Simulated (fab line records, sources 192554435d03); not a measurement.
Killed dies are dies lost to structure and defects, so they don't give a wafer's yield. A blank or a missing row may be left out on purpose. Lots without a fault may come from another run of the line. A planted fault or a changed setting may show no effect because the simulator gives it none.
A struck lot beside a sound one | flow n5_finfet | 40 steps out of a route of 1938
Sound: wafers L550.1, L550.2, L550.6. Struck: wafer L559.5. (L559.1, L559.4 of the same lot were not struck and are left out.) The cause comes at the end.
At each step with rows: each side's tool, then ch and its chambers, then its first start. Under that, the readings that differ: sound wafers | struck wafers | difference of the means | sigmas: that difference in standard deviations of wafers without a fault.
alike: readings whose means differ by less than 2 such deviations, and words and numbers that are the same on both sides. not compared: withheld readings, readings that some wafer has no value for, bounds like >300 that may hide the same value, and numbers for which the record gives no deviation and whose values overlap.
The two part at a step that has a row with sigmas, a row that says differs or no value, or rows on one side only. Numbers that don't overlap but have no deviation are shown without sigmas and don't part them. A reading that every wafer of one side lacks parts them only if that side has two wafers or more.

first, 9 steps without rows for these wafers: N5_BEOL_M5_DESCUM_33 (chemistry O2, time 7 s); N5_BEOL_M5_ETCH_75 (etches underlayer in N2/H2, target depth 6.5 nm, time 5.2 s); N5_BEOL_M5_ETCH_67 (etches SiARC in CF4, target depth 15.6 nm, time 26 s); N5_BEOL_M5_ETCH_68 (etches SOC in N2/H2, target depth 80 nm, overetch 16 nm, time 120 s); N5_BEOL_M5_STRIP_69 (strips in N2/H2); N5_BEOL_M5_STRIP_76 (strips in N2/H2); N5_BEOL_M5_VIA_ETCH_34 (etches SiCOH lowk in C4F6/O2, target depth 88.3 nm, time 39.2 s); N5_BEOL_M5_STRIP_85 (strips in C4F6/O2); N5_BEOL_M5_STRIP_36 (strips in N2/H2).
N5_BEOL_M5_TRENCH_ETCH_37: etches SiCOH lowk in C4F6/O2, target depth 71.652 nm, time 24.7 s.
  sound on rie_diel-02 ch 1,2,3, day 8 16:51; struck on rie_diel-02 ch 0, day 11 07:26
  reading                             | sound             | struck | difference | sigmas
  run_length_s (s)                    | 48.6 47.9 48.2    | 50.7   | +2.5       | +8
  model.etch.depth_nm (nm)            | 71.59 68.32 72.74 | 77.6   | +6.7       |
  model.BEOL_M5.feature_depth_nm (nm) | 71.6 68.4 72.8    | 77.6   | +6.7       |
  alike: O2_flow_sccm, chamber_pressure_mTorr, drypump_motor_current_A, oes_product_au, rf_vpp_V, showerhead_plenum_p_Torr, throttle_valve_pct
  not compared: rf_hours_counter_h
then, 2 steps without rows for these wafers: N5_BEOL_M5_ETCH_41 (etches SiCN in CH3F/O2, target depth 31.5 nm, time 56.7 s); N5_BEOL_M5_STRIP_91 (strips in N2/H2, time 10 s).
N5_BEOL_M5_OCD_MEAS_38:
  sound on ocd-01, day 8 17:01; struck on ocd-02, day 11 07:35
  reading              | sound          | struck | difference | sigmas
  trench_depth_nm (nm) | 71.6 68.6 73.1 | 77.9   | +6.8       | +3
then, 21 steps without rows for these wafers: N5_BEOL_M5_HM_STRIP_39 (strips TiN in peroxide tin strip, target depth 25 nm, time 158 s); N5_BEOL_M5_SRD_40 (time 30 s); N5_BEOL_M5_PRECLEAN_42 (cleans in residue remover, time 60 s); N5_BEOL_M5_SRD_43 (time 30 s); N5_BEOL_M5_CURE_80 (cures SiCOH lowk, time 120 s); N5_BEOL_M5_DEGAS_44 (time 60 s); N5_BEOL_M5_PRE_CLEAN_45 (time 30 s); N5_BEOL_M5_ALD_86 (deposits TaN, pulse time 2 s, purge time 3 s, co reactant purge time 2 s); N5_BEOL_M5_SURFACE_TREAT_87; N5_BEOL_M5_CVD_47 (deposits Co from CCTBA/H2, target thk 3 nm, time 216 s); N5_BEOL_M5_SPUTTER_48 (material Cu, target thk 15 nm, time 27.62 s); N5_BEOL_M5_ANNEAL_49 (time 1800 s); N5_BEOL_M5_SPUTTER_81 (material Cu, target thk 15 nm, time 27.62 s); N5_BEOL_M5_ANNEAL_82 (time 1800 s); N5_BEOL_M5_SPUTTER_83 (material Cu, target thk 15 nm, time 27.62 s); N5_BEOL_M5_ANNEAL_84 (time 1800 s); N5_BEOL_M5_SPUTTER_88 (material Cu, target thk 15 nm, time 27.62 s); N5_BEOL_M5_ANNEAL_89 (time 1800 s); N5_BEOL_M5_SPUTTER_90 (material Cu, target thk 4.5 nm, time 8.29 s); N5_BEOL_M5_ECD_50 (material Cu, target thk 300 nm); N5_BEOL_M5_ANNEAL_51 (time 90 s).
N5_BEOL_M5_CMP_52: polishes, stops on SiCOH lowk, t overpolish 6.9 s, target thk 62 nm.
  sound on cmp-04 ch 1,2, day 8 23:07; struck on cmp-01 ch 3, day 11 14:05
  reading                                | sound        | struck | difference | sigmas
  model.Cu_of_BEOL_M5_ECD_50.thk_nm (nm) | 63 60.2 64.2 | 72     | +10        |
  alike: barrier_field_endpoint_s, motor_current_A, overpolish_run_s, time_to_endpoint_s
N5_BEOL_M5_THK_MEAS_53: measures by xrf.
  sound on film_metro-02, day 8 23:25; struck on film_metro-01, day 11 14:19
  reading     | sound          | struck | difference | sigmas
  M5_THK (nm) | 63.9 60.8 64.9 | 73.4   | +10.2      | +4
then, 2 steps without rows for these wafers: N5_BEOL_M5_PRE_CLEAN_77 (time 15 s); N5_BEOL_M5_CO_CAP_78 (material Co, precursor CCTBA/H2, target thk 2 nm, time 102.1 s).
N5_BEOL_M5_RS_MEAS_57: measures by four-point-probe.
  sound on film_metro-01, day 8 23:40; struck on film_metro-02, day 11 14:36
  reading        | sound             | struck | difference | sigmas
  M5_RS (ohm/sq) | 0.379 0.400 0.371 | 0.324  | -0.059     | -3
-- the record jumps here: 4 days lie between the struck wafers' starts before and after (it left off in module BEOL_M5 and takes up again in module PASSIVATION, whose first step shown is number 1936 of the route) --
N5_PASSIVATION_PROBE_49:
  sound on prober-01, day 12 19:34; struck on prober-01, day 15 06:34
  alike: defect_limited_yield, killed_at_M0_to_M3, killed_at_M4_up, killed_at_contacts, killed_at_front_end, killed_at_other, killed_dies, killed_open, killed_short, sort_bin_5_function, sort_bin_6_memory, sort_n_pass, sort_yield_pct

WHERE THEY PART
First at N5_BEOL_M5_TRENCH_ETCH_37; last, within this record, at N5_BEOL_M5_RS_MEAS_57. Later steps at which nothing parts them and some readings are alike: N5_PASSIVATION_PROBE_49.

WHY: what the simulator had put in
Process parameter drift: rie_diel-02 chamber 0, from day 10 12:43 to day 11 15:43, at N5_BEOL_M5_TRENCH_ETCH_37. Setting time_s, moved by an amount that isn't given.
